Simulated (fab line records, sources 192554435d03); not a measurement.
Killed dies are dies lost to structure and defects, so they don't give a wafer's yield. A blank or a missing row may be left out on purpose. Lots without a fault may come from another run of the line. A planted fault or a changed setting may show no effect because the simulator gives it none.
Chamber matching | flow n5_finfet | N5_BEOL_M10_ETCH_62 on rie_diel-05: 4 sister chambers
The step etches SOC in N2/H2, target depth 110 nm, overetch 22 nm, time 165 s. 18 wafers are shown with their chamber, then 9 later ones without.

WAFERS WITH THEIR CHAMBER
wafer  | chamber | showerhead_plenum_p_Torr (Torr) | throttle_valve_pct (%) | rf_vpp_V (V)
L076.2 | 1       | 2.49                            | 17.80                  | 521
L076.3 | 0       | 2.35                            | 18.27                  | 519
L076.5 | 2       | 2.65                            | 17.67                  | 528
L075.1 | 3       | 2.61                            | 17.75                  | 524
L075.3 | 0       | 2.35                            | 18.27                  | 518
L075.6 | 0       | 2.35                            | 18.28                  | 517
L079.1 | 3       | 2.61                            | 17.77                  | 526
L079.2 | 0       | 2.35                            | 18.28                  | 519
L079.4 | 1       | 2.49                            | 17.81                  | 521
L087.3 | 0       | 2.34                            | 18.31                  | 518
L087.4 | 1       | 2.48                            | 17.82                  | 523
L087.5 | 0       | 2.34                            | 18.31                  | 517
L092.2 | 2       | 2.64                            | 17.71                  | 528
L092.3 | 0       | 2.34                            | 18.34                  | 518
L092.5 | 2       | 2.64                            | 17.74                  | 527
L094.3 | 3       | 2.60                            | 17.81                  | 523
L094.4 | 2       | 2.64                            | 17.75                  | 527
L094.5 | 2       | 2.64                            | 17.74                  | 529

SIGNATURES (means of the wafers above)
reading                  | chamber 0 | chamber 1 | chamber 2 | chamber 3 | scatter within a chamber
showerhead_plenum_p_Torr | 2.3457    | 2.4867    | 2.6420    | 2.6067    | 0.00524
throttle_valve_pct       | 18.2943   | 17.8100   | 17.7220   | 17.7767   | 0.0274
rf_vpp_V                 | 518.00    | 521.67    | 527.80    | 524.33    | 1
Rule: a wafer's distance from a chamber is the root of the sum, over the readings, of the square of ((its reading less the chamber's mean) divided by the reading's scatter). The wafer belongs to the nearest chamber; if the next one is less than 2 further off, it can't be placed. The scatter: the root of (the sum of the squares of (reading less its chamber's mean) over the shown wafers, divided by (wafers less chambers)).

WAFERS WITHOUT THEIR CHAMBER
wafer  | showerhead_plenum_p_Torr (Torr) | throttle_valve_pct (%) | rf_vpp_V (V)
L096.1 | 2.60                            | 17.82                  | 524
L096.3 | 2.64                            | 17.74                  | 528
L096.4 | 2.47                            | 17.87                  | 521
L097.1 | 2.64                            | 17.74                  | 527
L097.2 | 2.33                            | 18.36                  | 518
L097.3 | 2.59                            | 17.84                  | 525
L097.4 | 2.47                            | 17.87                  | 520
L097.5 | 2.47                            | 17.87                  | 522
L097.6 | 2.34                            | 18.35                  | 517

WHICH CHAMBER EACH WENT THROUGH
wafer  | from the rows above | in truth
L096.1 | 3                   | 3
L096.3 | 2                   | 2
L096.4 | 1                   | 1
L097.1 | 2                   | 2
L097.2 | 0                   | 0
L097.3 | 3                   | 3
L097.4 | 1                   | 1
L097.5 | 1                   | 1
L097.6 | 0                   | 0
Placed correctly: 9 of 9. Can't be placed from these rows: 0. Placed wrongly: 0.
